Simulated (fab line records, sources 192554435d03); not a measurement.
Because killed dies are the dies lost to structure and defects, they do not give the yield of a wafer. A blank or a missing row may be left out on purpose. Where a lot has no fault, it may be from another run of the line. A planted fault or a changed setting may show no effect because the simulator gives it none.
Matching of chambers	flow n5 finfet	cvd co-02 running N5_BEOL_M2_PRE_CLEAN_60: 3 sister chambers
The step time 15 s. 16 wafers are shown with their chamber, then 8 later ones without.

## WAFERS PAIRED WITH THEIR CHAMBERS
wafer	chamber	heater power outer w (W)	heater power w (W)
L232.3	0	19	87
L232.4	1	12	76
L232.6	0	20	87
L233.2	0	20	86
L233.3	2	29	90
L233.5	2	29	90
L236.1	2	29	87
L236.2	1	12	75
L236.5	1	12	76
L237.2	2	28	90
L237.3	2	29	92
L237.5	1	12	75
L239.1	2	28	89
L239.2	0	19	88
L239.3	1	12	77
L241.2	0	19	90

SIGNATURES (averages over the wafers above)
reading	chamber 0	chamber 1	chamber 2	scatter within a chamber
heater power outer w	19.40	12.00	28.67	0.441
heater power w	87.60	75.80	89.67	1.4
Rule: a wafer lies at a distance from a chamber equal to the root of the sum of squares, over the readings, of (its reading less the chamber's mean, divided by the reading's scatter). If the next closest chamber is less than 2 further off than the closest, the wafer can't be placed; otherwise it belongs to the closest. The scatter: the root of (the sum of the squares of (reading less its chamber's mean) over the shown wafers, divided by (wafers less chambers)).

## WAFERS MISSING THEIR CHAMBER
wafer	heater power outer w (W)	heater power w (W)
L241.3	29	90
L241.4	20	87
L243.2	12	78
L243.4	28	92
L243.5	20	88
L249.1	29	91
L249.4	20	86
L249.6	12	79

## WHICH CHAMBER EACH ONE RAN IN
wafer	from the rows above	in truth
L241.3	2	2
L241.4	0	0
L243.2	1	1
L243.4	2	2
L243.5	0	0
L249.1	2	2
L249.4	0	0
L249.6	1	1
Correctly placed: 8 of 8. From these rows, 0 cannot be placed. Number placed wrongly: 0.
